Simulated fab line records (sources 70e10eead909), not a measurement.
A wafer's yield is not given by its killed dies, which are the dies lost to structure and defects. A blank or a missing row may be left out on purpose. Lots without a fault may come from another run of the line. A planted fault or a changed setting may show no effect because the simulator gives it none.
Matching of chambers || flow nand-harc || NHARC_P_STI_CMP_21 on cmp-04 has 4 sister chambers
The step polishes, t overpolish 20 s, target thk 380.67 nm. 18 wafers are shown with their chamber, then 9 later ones without.

== WAFERS PAIRED WITH THEIR CHAMBERS ==
{"wafer": "L074.1", "chamber": 2, "motor-current-A (A)": 11.8, "overpolish-run-s (s)": 20.008}
{"wafer": "L074.5", "chamber": 2, "motor-current-A (A)": 10.6, "overpolish-run-s (s)": 19.988}
{"wafer": "L074.6", "chamber": 3, "motor-current-A (A)": 11.4, "overpolish-run-s (s)": 20.007}
{"wafer": "L077.2", "chamber": 3, "motor-current-A (A)": 10.7, "overpolish-run-s (s)": 20.010}
{"wafer": "L077.3", "chamber": 0, "motor-current-A (A)": 12.5, "overpolish-run-s (s)": 20.003}
{"wafer": "L077.5", "chamber": 3, "motor-current-A (A)": 11.3, "overpolish-run-s (s)": 20.002}
{"wafer": "L079.2", "chamber": 1, "motor-current-A (A)": 12.8, "overpolish-run-s (s)": 20.000}
{"wafer": "L079.3", "chamber": 0, "motor-current-A (A)": 12.3, "overpolish-run-s (s)": 19.995}
{"wafer": "L079.6", "chamber": 2, "motor-current-A (A)": 11.5, "overpolish-run-s (s)": 19.989}
{"wafer": "L081.2", "chamber": 1, "motor-current-A (A)": 13.5, "overpolish-run-s (s)": 19.990}
{"wafer": "L081.3", "chamber": 3, "motor-current-A (A)": 10.9, "overpolish-run-s (s)": 19.997}
{"wafer": "L081.5", "chamber": 1, "motor-current-A (A)": 13.6, "overpolish-run-s (s)": 19.997}
{"wafer": "L087.2", "chamber": 1, "motor-current-A (A)": 12.8, "overpolish-run-s (s)": 19.997}
{"wafer": "L087.3", "chamber": 0, "motor-current-A (A)": 12.0, "overpolish-run-s (s)": 19.981}
{"wafer": "L087.4", "chamber": 2, "motor-current-A (A)": 11.5, "overpolish-run-s (s)": 20.017}
{"wafer": "L088.1", "chamber": 2, "motor-current-A (A)": 11.5, "overpolish-run-s (s)": 19.988}
{"wafer": "L088.4", "chamber": 1, "motor-current-A (A)": 12.0, "overpolish-run-s (s)": 20.017}
{"wafer": "L088.5", "chamber": 0, "motor-current-A (A)": 12.1, "overpolish-run-s (s)": 20.006}

SIGNATURES, as means of the wafers listed above
{"reading": "motor-current-A", "chamber 0": 12.225, "chamber 1": 12.940, "chamber 2": 11.380, "chamber 3": 11.075, "scatter within a chamber": 0.461}
{"reading": "overpolish-run-s", "chamber 0": 19.99625, "chamber 1": 20.00020, "chamber 2": 19.99800, "chamber 3": 20.00400, "scatter within a chamber": 0.0108}
Rule: a wafer's distance from a chamber is the root of the sum, over the readings, of the square of ((its reading less the chamber's mean) divided by the reading's scatter). The wafer belongs to the nearest chamber; if the next one is less than 2 further off, it can't be placed. The scatter: take each reading less its chamber's mean, square it, sum over the shown wafers, divide by the number of wafers less the number of chambers, and take the root.

== WAFERS WITHOUT THEIR CHAMBER ==
{"wafer": "L090.1", "motor-current-A (A)": 11.1, "overpolish-run-s (s)": 20.018}
{"wafer": "L090.3", "motor-current-A (A)": 12.8, "overpolish-run-s (s)": 19.994}
{"wafer": "L090.5", "motor-current-A (A)": 10.3, "overpolish-run-s (s)": 19.996}
{"wafer": "L091.2", "motor-current-A (A)": 11.6, "overpolish-run-s (s)": 19.991}
{"wafer": "L091.3", "motor-current-A (A)": 13.3, "overpolish-run-s (s)": 20.000}
{"wafer": "L091.4", "motor-current-A (A)": 10.7, "overpolish-run-s (s)": 20.004}
{"wafer": "L093.1", "motor-current-A (A)": 12.6, "overpolish-run-s (s)": 20.008}
{"wafer": "L093.5", "motor-current-A (A)": 11.3, "overpolish-run-s (s)": 19.989}
{"wafer": "L093.6", "motor-current-A (A)": 11.3, "overpolish-run-s (s)": 19.990}

== WHICH CHAMBER EACH WENT THROUGH ==
{"wafer": "L090.1", "from the rows above": "can't be placed: 3 or 2 or 0", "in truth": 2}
{"wafer": "L090.3", "from the rows above": "can't be placed: 1 or 0", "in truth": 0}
{"wafer": "L090.5", "from the rows above": "can't be placed: 3 or 2", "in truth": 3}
{"wafer": "L091.2", "from the rows above": "can't be placed: 2 or 0 or 3", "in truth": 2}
{"wafer": "L091.3", "from the rows above": "can't be placed: 1 or 0", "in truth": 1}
{"wafer": "L091.4", "from the rows above": "can't be placed: 3 or 2", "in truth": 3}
{"wafer": "L093.1", "from the rows above": "can't be placed: 1 or 0 or 2", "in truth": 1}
{"wafer": "L093.5", "from the rows above": "can't be placed: 2 or 3 or 0", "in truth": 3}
{"wafer": "L093.6", "from the rows above": "can't be placed: 2 or 3 or 0", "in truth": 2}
Placed correctly: 0 of 9. Can't be placed from these rows: 9 (the true chamber is among the candidates in 9). Placed wrongly: 0.
